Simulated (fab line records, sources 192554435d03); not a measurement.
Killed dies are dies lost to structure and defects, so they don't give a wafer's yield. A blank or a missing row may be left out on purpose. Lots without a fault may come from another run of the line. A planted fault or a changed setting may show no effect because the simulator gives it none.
Chamber matching | flow n5_finfet | N5_PASSIVATION_PASS_ETCH_47 on rie_diel-04: 4 sister chambers
The step etches SiNx in CF4/O2, target depth 770 nm, time 385 s. 4 wafers are shown with their chamber, then 7 later ones without.

WAFERS WITH THEIR CHAMBER
wafer  | chamber | rf_vpp_V (V)
L079.2 | 0       | 232
L084.2 | 1       | 224
L093.2 | 3       | 247
L093.3 | 2       | 244

WAFERS WITHOUT THEIR CHAMBER
wafer  | rf_vpp_V (V)
L093.4 | 231
L092.1 | 234
L092.2 | 224
L092.4 | 243
L094.3 | 244
L094.4 | 244
L094.6 | 248

WHICH CHAMBER EACH WENT THROUGH
wafer  | from the rows above | in truth
L093.4 | 0                   | 0
L092.1 | 0                   | 0
L092.2 | 1                   | 1
L092.4 | 2                   | 2
L094.3 | 2                   | 2
L094.4 | 2                   | 2
L094.6 | 3                   | 3
Placed correctly: 7 of 7. Can't be placed from these rows: 0. Placed wrongly: 0.
How it was worked out, from the rows above alone: a wafer's distance from a chamber is the root of the sum, over the readings, of the square of ((its reading less the chamber's mean) divided by the reading's scatter). The wafer belongs to the nearest chamber; if the next one is less than 2 further off, it can't be placed. A chamber's mean is the mean of its shown wafers. The scatter: with one shown wafer a chamber, the root of the mean of the squares of how far each hidden wafer lies from its nearest shown one.
